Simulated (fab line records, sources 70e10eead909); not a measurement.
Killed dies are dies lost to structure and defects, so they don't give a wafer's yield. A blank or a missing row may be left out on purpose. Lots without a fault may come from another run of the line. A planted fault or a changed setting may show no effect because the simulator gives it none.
A struck lot beside a sound one | flow nand_harc | 14 steps out of a route of 1302
Sound: wafers L754.1, L754.4, L754.6. Struck: wafer L759.3. (L759.2 of the same lot was not struck and is left out.) The cause comes at the end.
At each step with rows: each side's tool, then ch and its chambers, then its first start. Under that, the readings that differ: sound wafers | struck wafers | difference of the means | sigmas: that difference in standard deviations of wafers without a fault.
alike: readings whose means differ by less than 2 such deviations, and words and numbers that are the same on both sides. not compared: withheld readings, readings that some wafer has no value for, bounds like >300 that may hide the same value, and numbers for which the record gives no deviation and whose values overlap.
The two part at a step that has a row with sigmas, a row that says differs or no value, or rows on one side only. Numbers that don't overlap but have no deviation are shown without sigmas and don't part them. A reading that every wafer of one side lacks parts them only if that side has two wafers or more.

first, 8 steps without rows for these wafers: NHARC_A_SGD_CUT_COAT_56 (time 75 s); NHARC_A_SGD_CUT_COAT_57 (time 65 s); NHARC_A_SGD_CUT_COAT_03 (resist thk 90 nm); NHARC_A_SGD_CUT_SOFTBAKE_04 (time 55 s); NHARC_A_SGD_CUT_EBR_05; NHARC_A_SGD_CUT_EXPOSE_06 (exposes mask SGD); NHARC_A_SGD_CUT_PEB_07 (peb time 65 s); NHARC_A_SGD_CUT_DEVELOP_08 (develop time 35 s).
NHARC_A_SGD_CUT_CD_MEAS_09: target cd 100 nm.
  sound on cd_sem-02 ch 0, day 20 16:48; struck on cd_sem-02 ch 0, day 24 02:47
  alike: cd_nm
NHARC_A_SGD_CUT_OVL_MEAS_10:
  sound on overlay-02, day 20 16:53; struck on overlay-02, day 24 02:53
  alike: overlay_x_nm, overlay_y_nm
NHARC_A_SGD_CUT_INSPECT_11:
  sound on defect_inspect-01, day 20 16:55; struck on defect_inspect-02, day 24 02:55
  alike: raw_defect_count
NHARC_A_SGD_CUT_DESCUM_14: chemistry O2, time 3 s.
  sound on rie_diel-05 ch 0,1, day 20 16:59; struck on rie_diel-05 ch 3, day 24 02:58
  alike: drypump_motor_current_A, o2_flow_sccm, oes_product_au, rf_vpp_V, showerhead_plenum_p_Torr, throttle_valve_pct
  not compared: rf_hours_counter_h
NHARC_A_SGD_CUT_ETCH_58: etches the open film in CF4, target depth 39 nm, time 65 s.
  sound on rie_diel-05 ch 0,1,3, day 20 17:05; struck on rie_diel-05 ch 0, day 24 03:05
  reading          | sound          | struck | difference | sigmas
  run_length_s (s) | 86.4 86.1 86.0 | 67.2   | -19.0      | -43
  alike: drypump_motor_current_A, oes_product_au, rf_vpp_V, showerhead_plenum_p_Torr, throttle_valve_pct
  not compared: rf_hours_counter_h
NHARC_A_SGD_CUT_ETCH_59: etches the open film in N2/H2, target depth 260 nm, time 406.25 s.
  sound on rie_diel-05 ch 1,3; struck on rie_diel-05 ch 3
  alike: drypump_motor_current_A, oes_product_au, rf_vpp_V, run_length_s, showerhead_plenum_p_Torr, throttle_valve_pct
  not compared: rf_hours_counter_h

WHERE THEY PART
Only at NHARC_A_SGD_CUT_ETCH_58, within this record. Later steps at which nothing parts them and some readings are alike: NHARC_A_SGD_CUT_ETCH_59.

WHY: what the simulator had put in
Process parameter drift: rie_diel-05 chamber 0, from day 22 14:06 on, at NHARC_A_SGD_CUT_ETCH_58. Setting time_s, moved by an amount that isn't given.
